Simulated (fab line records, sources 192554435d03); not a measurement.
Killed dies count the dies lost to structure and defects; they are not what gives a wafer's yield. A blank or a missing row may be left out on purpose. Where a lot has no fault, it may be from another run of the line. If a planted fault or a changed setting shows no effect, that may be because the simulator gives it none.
Split-lot study | flow n5-finfet | on a route of 1938 steps: 7 lots, 39 wafers read

## SPLIT DETAILS
At N5_FIN_CUT_CUT_ETCH_15 (etches Si in HBr/Cl2/O2, target depth 100 nm, bt time 10 s, time 42.4 s), the setting time-s was moved away from the recipe's 42.4 s on 18 of the 39 wafers read, by -23.3% to +11.3%. All remaining wafers had this setting at the recipe value.

The reading is taken at the split's own step.

## THE READING
SOC_of_FIN_CUT_COAT_18.thk-nm (the simulator's own value, which no gauge read), in nm, at N5_FIN_CUT_CUT_ETCH_15 (etches Si in HBr/Cl2/O2, target depth 100 nm, bt time 10 s, time 42.4 s). There is no usual value for it anywhere in the file. Across the 21 wafers here that went through the recipe, the average is 170.3 nm and the standard deviation 1 nm.

wafer  | tool, chamber at the split | time-s as run, s | against the recipe | SOC_of_FIN_CUT_COAT_18.thk-nm, nm | against lot-mates on the recipe
L078.2 | rie-si-06, 0               | 42.4             | recipe             | 170.4                             | -
L078.4 | rie-si-06, 1               | 42.4             | recipe             | 168.2                             | -
L078.5 | rie-si-06, 1               | 42.4             | recipe             | 170                               | -
L080.1 | rie-si-06, 3               | 32.98            | -22.2%             | 177.8                             | +8.4
L080.2 | rie-si-06, 1               | 42.4             | recipe             | 169.4                             | -
L080.3 | rie-si-06, 0               | 32.98            | -22.2%             | 178.6                             | +9.2
L080.4 | rie-si-06, 2               | 32.98            | -22.2%             | 179                               | +9.6
L080.5 | rie-si-06, 2               | 42.4             | recipe             | 168.6                             | -
L080.6 | rie-si-06, 1               | 42.4             | recipe             | 170.2                             | -
L081.1 | rie-si-04, 1               | 37.55            | -11.4%             | 175.4                             | +5.3
L081.2 | rie-si-04, 0               | 42.4             | recipe             | 170                               | -
L081.3 | rie-si-04, 3               | 37.55            | -11.4%             | 175                               | +4.9
L081.4 | rie-si-04, 2               | 42.4             | recipe             | 168.6                             | -
L081.5 | rie-si-04, 2               | 37.55            | -11.4%             | 172.4                             | +2.3
L081.6 | rie-si-04, 3               | 42.4             | recipe             | 171.8                             | -
L085.1 | rie-si-04, 3               | 32.53            | -23.3%             | 180.4                             | +9.4
L085.2 | rie-si-04, 2               | 32.53            | -23.3%             | 178.8                             | +7.8
L085.3 | rie-si-04, 0               | 42.4             | recipe             | 170.6                             | -
L085.4 | rie-si-04, 1               | 32.53            | -23.3%             | 179.6                             | +8.6
L085.5 | rie-si-04, 0               | 42.4             | recipe             | 170.6                             | -
L085.6 | rie-si-04, 3               | 42.4             | recipe             | 171.8                             | -
L086.1 | rie-si-04, 0               | 45.27            | +6.8%              | 168.4                             | -2.8
L086.2 | rie-si-04, 3               | 45.27            | +6.8%              | 169.2                             | -2.0
L086.3 | rie-si-04, 1               | 42.4             | recipe             | 172                               | -
L086.4 | rie-si-04, 2               | 42.4             | recipe             | 170.4                             | -
L086.5 | rie-si-04, 1               | 45.27            | +6.8%              | 169                               | -2.2
L086.6 | rie-si-04, 0               | 42.4             | recipe             | 171.2                             | -
L089.1 | rie-si-04, 2               | 42.4             | recipe             | 169.2                             | -
L089.2 | rie-si-04, 3               | 47.2             | +11.3%             | 166.8                             | -3.2
L089.3 | rie-si-04, 0               | 42.4             | recipe             | 169.6                             | -
L089.4 | rie-si-04, 1               | 47.2             | +11.3%             | 166                               | -4.0
L089.5 | rie-si-04, 1               | 42.4             | recipe             | 171.2                             | -
L089.6 | rie-si-04, 0               | 47.2             | +11.3%             | 164.8                             | -5.2
L096.1 | rie-si-02, 2               | 42.4             | recipe             | 170.4                             | -
L096.2 | rie-si-02, 3               | 46.72            | +10.2%             | 168                               | -2.7
L096.3 | rie-si-02, 0               | 46.72            | +10.2%             | 167.8                             | -2.9
L096.4 | rie-si-02, 1               | 42.4             | recipe             | 170.6                             | -
L096.5 | rie-si-02, 2               | 46.72            | +10.2%             | 166                               | -4.7
L096.6 | rie-si-02, 3               | 42.4             | recipe             | 171.2                             | -

THE FIT
A straight line over all 39 wafers: SOC_of_FIN_CUT_COAT_18.thk-nm changes by -0.367 nm for each +1% of time-s; r = -0.96; the points scatter about the line by 1.1 nm.
The same after taking each lot's own level away (the mean of its wafers on the recipe; 39 wafers): -0.377 nm for each +1%; r = -0.98; scatter 0.87 nm.
The reading moves by 8.8 nm for the largest change in time-s, on that fit.
Measured against the standard deviation above, the lots' own levels, which go from 169.40 to 171.20 nm, span 1.7 times it.
So the lot-to-lot level changes the slope little: the two slopes agree.
Check: +8.78 nm against its lot-mates is what the line predicts for one of the wafers moved furthest among these (-23.3%) when that wafer is left out of the fit. It came out at +9.4 nm against them.

## FURTHER SPLITS ON THESE WAFERS
These wafers also went through other splits before the reading. Each is held against what the fit with the lots' levels taken away leaves over:
other split on the same wafers | wafers away from the commonest value | r with SOC_of_FIN_CUT_COAT_18.thk-nm (lot level and that fit taken away)
N5_WELL_APT_EXPOSE_05 dose-mj  | 18                                   | -0.07
N5_FIN_SAQP_HM_DEP_03 time-s   | 12                                   | -0.16
N5_FIN_SAQP_FIN_ETCH_36 bias-w | 12                                   | +0.06

## THE WHOLE CHAIN: every reading that the file lists as answering this split, in the file's order
step                   | what it does                                                            | reading                                                                        | change (the file's fit)               | r (the file's)
N5_FIN_CUT_CUT_ETCH_15 | etches Si in HBr/Cl2/O2, target depth 100 nm, bt time 10 s, time 42.4 s | etch.depth-nm (the simulator's own value, which no gauge read)                 | +0.988 nm for each +1% of the setting | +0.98
N5_FIN_CUT_CUT_ETCH_15 | etches Si in HBr/Cl2/O2, target depth 100 nm, bt time 10 s, time 42.4 s | FIN_CUT.feature-depth-nm (the simulator's own value, which no gauge read)      | +0.989 nm for each +1% of the setting | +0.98
N5_FIN_CUT_CUT_ETCH_15 | etches Si in HBr/Cl2/O2, target depth 100 nm, bt time 10 s, time 42.4 s | SOC_of_FIN_CUT_COAT_18.thk-nm (the simulator's own value, which no gauge read) | -0.379 nm for each +1% of the setting | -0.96

## THE FILE'S OWN FIT
SOC_of_FIN_CUT_COAT_18.thk-nm changes by -0.379 nm for each +1% of time-s, r = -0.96.
